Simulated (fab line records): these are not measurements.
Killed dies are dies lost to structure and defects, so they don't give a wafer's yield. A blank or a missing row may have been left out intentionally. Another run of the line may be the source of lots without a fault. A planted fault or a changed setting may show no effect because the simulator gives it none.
Split-lot study -- flow n5Finfet -- 39 wafers read from 7 lots, route of 1938 steps

## ON THE SPLIT
At N5_SD_EPI_N_EPI_21 (deposits Si:P, time 690 s), the setting timeS was moved away from the recipe's 690 s on 15 of the 39 wafers read, by -20.1% to +10.3%. This setting was run at the recipe's value on the other wafers.

Reading taken at the split's own step.

## THE READING
Si-P_of_SD_EPI_N_EPI_21.thkNm (the simulator's own value, which no gauge read), in nm, at N5_SD_EPI_N_EPI_21 (deposits Si:P, time 690 s). There is no usual value for it anywhere in the file. Here, 24 wafers ran the recipe; their average is 59.6 nm with a standard deviation of 0.64 nm.

wafer,"tool, chamber at the split","timeS as run, s",against the recipe,"Si-P_of_SD_EPI_N_EPI_21.thkNm, nm",against lot-mates on the recipe
L078.1,"epiRpcvd-01, 0",585,-15.2%,52.8,-7.1
L078.2,"epiRpcvd-01, 0",690,recipe,59.8,-
L078.5,"epiRpcvd-01, 0",690,recipe,59.8,-
L078.3,"epiRpcvd-01, 0",690,recipe,60,-
L078.4,"epiRpcvd-01, 0",585,-15.2%,53.2,-6.7
L078.6,"epiRpcvd-01, 0",585,-15.2%,52.2,-7.7
L081.1,"epiRpcvd-02, 0",690,recipe,60.2,-
L081.2,"epiRpcvd-02, 0",761.3,+10.3%,64.6,+4.4
L081.3,"epiRpcvd-02, 0",690,recipe,60.4,-
L081.4,"epiRpcvd-02, 0",761.3,+10.3%,64.2,+4.0
L081.6,"epiRpcvd-02, 0",761.3,+10.3%,64.2,+4.0
L081.5,"epiRpcvd-02, 0",690,recipe,60,-
L085.1,"epiRpcvd-02, 0",551.1,-20.1%,51.2,-8.6
L085.2,"epiRpcvd-02, 0",551.1,-20.1%,51.6,-8.2
L085.3,"epiRpcvd-02, 0",690,recipe,59.2,-
L085.4,"epiRpcvd-02, 0",551.1,-20.1%,51.4,-8.4
L085.5,"epiRpcvd-02, 0",690,recipe,60.6,-
L085.6,"epiRpcvd-02, 0",690,recipe,59.6,-
L087.1,"epiRpcvd-02, 0",690,recipe,59,-
L087.5,"epiRpcvd-02, 0",690,recipe,59,-
L087.2,"epiRpcvd-02, 0",738,+7.0%,62,+2.7
L087.3,"epiRpcvd-02, 0",690,recipe,59.8,-
L087.4,"epiRpcvd-02, 0",738,+7.0%,61.2,+1.9
L087.6,"epiRpcvd-02, 0",738,+7.0%,61.8,+2.5
L093.1,"epiRpcvd-02, 0",690,recipe,58.8,-
L093.2,"epiRpcvd-02, 0",690,recipe,59.6,-
L093.3,"epiRpcvd-02, 0",690,recipe,59,-
L093.4,"epiRpcvd-02, 0",690,recipe,59,-
L093.5,"epiRpcvd-02, 0",690,recipe,59,-
L093.6,"epiRpcvd-02, 0",690,recipe,59.2,-
L096.1,"epiRpcvd-02, 0",690,recipe,59.6,-
L096.4,"epiRpcvd-02, 0",690,recipe,59.6,-
L096.2,"epiRpcvd-02, 0",690,recipe,58,-
L097.1,"epiRpcvd-03, 0",690,recipe,60.6,-
L097.2,"epiRpcvd-03, 0",690,recipe,60.6,-
L097.3,"epiRpcvd-03, 0",747,+8.3%,63.8,+3.6
L097.4,"epiRpcvd-03, 0",747,+8.3%,63.4,+3.2
L097.5,"epiRpcvd-03, 0",747,+8.3%,63.2,+3.0
L097.6,"epiRpcvd-03, 0",690,recipe,59.4,-

THE FIT
A straight line over all 39 wafers: Si-P_of_SD_EPI_N_EPI_21.thkNm changes by +0.424 nm for each +1% of timeS; r = +0.98; the points scatter about the line by 0.64 nm.
The same after taking each lot's own level away (the mean of its wafers on the recipe; 39 wafers): +0.422 nm for each +1%; r = +0.99; scatter 0.46 nm.
According to that fit, moving timeS by its largest amount changes the reading by 8.5 nm.
The span of the lots' own levels, 59.07 to 60.20 nm, comes to 1.8 times the standard deviation stated above.
The two slopes are in agreement: the lot-to-lot level therefore moves the slope only a little.
Check: for one of the wafers moved furthest among these (-20.1%), held out of the fit, the line's prediction against its lot-mates is -8.62 nm. It came out at -8.6 nm against them.

## FURTHER SPLITS ON THESE WAFERS
These wafers also went through other splits before the reading. Each is held against what the fit with the lots' levels taken away leaves over:
other split on the same wafers,wafers away from the commonest value,r with Si-P_of_SD_EPI_N_EPI_21.thkNm (lot level and that fit taken away)
N5_FIN_CUT_EXPOSE_05 doseMj,9,+0.08
N5_SD_EPI_N_ETCH_45 targetDepthA,18,+0.03

## THE WHOLE CHAIN: every reading that the file lists as answering this split, in the file's order
step,what it does,reading,change (the file's fit),r (the file's)
N5_SD_EPI_N_EPI_21,"deposits Si:P, time 690 s","Si-P_of_SD_EPI_N_EPI_21.thkNm (the simulator's own value, which no gauge read)",+0.423 nm for each +1% of the setting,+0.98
N5_SD_EPI_N_EPI_MEAS_23,,thkNm,withheld for each +1% of the setting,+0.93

## THE FILE'S OWN FIT
Si-P_of_SD_EPI_N_EPI_21.thkNm changes by +0.423 nm for each +1% of timeS, r = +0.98.
